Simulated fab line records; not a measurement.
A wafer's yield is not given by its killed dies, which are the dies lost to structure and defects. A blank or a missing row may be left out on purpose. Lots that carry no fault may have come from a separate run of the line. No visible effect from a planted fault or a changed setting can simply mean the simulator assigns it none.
Split-lot study | flow n5_finfet | route with 1938 steps; 7 lots, 21 wafers read

SPLIT DETAILS
At N5_BEOL_M0_SAQP_COAT_08 (resist thk 90 nm), the setting spin_rpm was moved away from the recipe's 1500 rpm on 11 of the 21 wafers read, by -10.3% to -2.9%. This setting was run at the recipe's value on the other wafers.

FROM THE SPLIT TO THE READING: what the file shows between them, 4 steps
- N5_BEOL_M0_SAQP_EBR_10
- N5_BEOL_M0_SAQP_SOFTBAKE_09: time 60 s
- N5_BEOL_M0_SAQP_EXPOSE_11: exposes mask M0 CORE, target cd 42 nm
- N5_BEOL_M0_SAQP_PEB_12: peb time 60 s

THE READING
CAR-ArF_of_BEOL_M0_SAQP_COAT_08.thk_nm (the simulator's own value, which no gauge read), in nm, at N5_BEOL_M0_SAQP_DEVELOP_13 (develop time 30 s). There is no usual value for it anywhere in the file. Average 88.4 nm, standard deviation 0.25 nm, over the 10 wafers here run with the recipe.

wafer  | tool, chamber at the split | spin_rpm as run, rpm | against the recipe | CAR-ArF_of_BEOL_M0_SAQP_COAT_08.thk_nm, nm | against lot-mates on the recipe
L074.1 | litho_track-01, 0          | 1456                 | -2.9%              | 90                                         | +1.6
L074.6 | litho_track-01, 0          | 1456                 | -2.9%              | 90                                         | +1.6
L074.5 | litho_track-01, 0          | 1500                 | recipe             | 88.4                                       | -
L083.3 | litho_track-01, 0          | 1500                 | recipe             | 88.8                                       | -
L083.4 | litho_track-01, 0          | 1500                 | recipe             | 88.6                                       | -
L083.5 | litho_track-01, 0          | 1500                 | recipe             | 88.6                                       | -
L090.2 | litho_track-01, 0          | 1500                 | recipe             | 88.4                                       | -
L090.3 | litho_track-01, 0          | 1377                 | -8.2%              | 92.6                                       | +4.2
L090.6 | litho_track-01, 0          | 1377                 | -8.2%              | 92.4                                       | +4.0
L094.1 | litho_track-01, 0          | 1500                 | recipe             | 88.4                                       | -
L094.3 | litho_track-01, 0          | 1346                 | -10.3%             | 93.6                                       | +5.2
L094.4 | litho_track-01, 0          | 1346                 | -10.3%             | 93.8                                       | +5.4
L095.1 | litho_track-05, 0          | 1500                 | recipe             | 88.2                                       | -
L095.5 | litho_track-05, 0          | 1500                 | recipe             | 88.2                                       | -
L095.3 | litho_track-05, 0          | 1453                 | -3.1%              | 89.6                                       | +1.4
L096.1 | litho_track-05, 0          | 1443                 | -3.8%              | 89.8                                       | +1.8
L096.2 | litho_track-05, 0          | 1443                 | -3.8%              | 89.6                                       | +1.6
L096.6 | litho_track-05, 0          | 1500                 | recipe             | 88                                         | -
L097.1 | litho_track-01, 0          | 1391                 | -7.3%              | 91.8                                       | +3.0
L097.3 | litho_track-01, 0          | 1500                 | recipe             | 88.8                                       | -
L097.5 | litho_track-01, 0          | 1391                 | -7.3%              | 91.6                                       | +2.8

FIT RESULTS
A straight line over all 21 wafers: CAR-ArF_of_BEOL_M0_SAQP_COAT_08.thk_nm changes by -0.492 nm for each +1% of spin_rpm; r = -0.99; the points scatter about the line by 0.31 nm.
The same after taking each lot's own level away (the mean of its wafers on the recipe; 21 wafers): -0.487 nm for each +1%; r = -0.99; scatter 0.25 nm.
That fit puts the effect of the largest move of spin_rpm on the reading at 5 nm.
Measured against the standard deviation above, the lots' own levels, which go from 88.00 to 88.80 nm, span 3.2 times it.
The two slopes agree, so the slope changes little with the lot-to-lot level.
Check: for one of the wafers moved furthest among these (-10.3%), held out of the fit, the line's prediction against its lot-mates is +4.91 nm. It came out at +5.2 nm against them.

THESE WAFERS: OTHER SPLITS
These wafers also went through other splits before the reading. Each is held against what the fit with the lots' levels taken away leaves over:
other split on the same wafers               | wafers away from the commonest value | r with CAR-ArF_of_BEOL_M0_SAQP_COAT_08.thk_nm (lot level and that fit taken away)
N5_HKMG_FIN_ETCH_31 bias_w                   | 9                                    | +0.39
N5_MOL_CONTACT_COAG_EXPOSE_05 dose_mj        | 10                                   | +0.29
N5_MOL_CONTACT_COAG_CONTACT_ETCH_14 source_w | 7                                    | -0.36
N5_BEOL_M0_SAQP_PECVD_04 time_s              | 6                                    | -0.09

THE WHOLE CHAIN: every reading that the file lists as answering this split, in the file's order
step                       | what it does      | reading                                                                                 | change (the file's fit)               | r (the file's)
N5_BEOL_M0_SAQP_COAT_08    | resist thk 90 nm  | CAR-ArF_of_BEOL_M0_SAQP_COAT_08.thk_nm (the simulator's own value, which no gauge read) | -0.491 nm for each +1% of the setting | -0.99
N5_BEOL_M0_SAQP_DEVELOP_13 | develop time 30 s | CAR-ArF_of_BEOL_M0_SAQP_COAT_08.thk_nm (the simulator's own value, which no gauge read) | -0.483 nm for each +1% of the setting | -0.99

THE FILE'S OWN FIT
CAR-ArF_of_BEOL_M0_SAQP_COAT_08.thk_nm changes by -0.483 nm for each +1% of spin_rpm, r = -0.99.
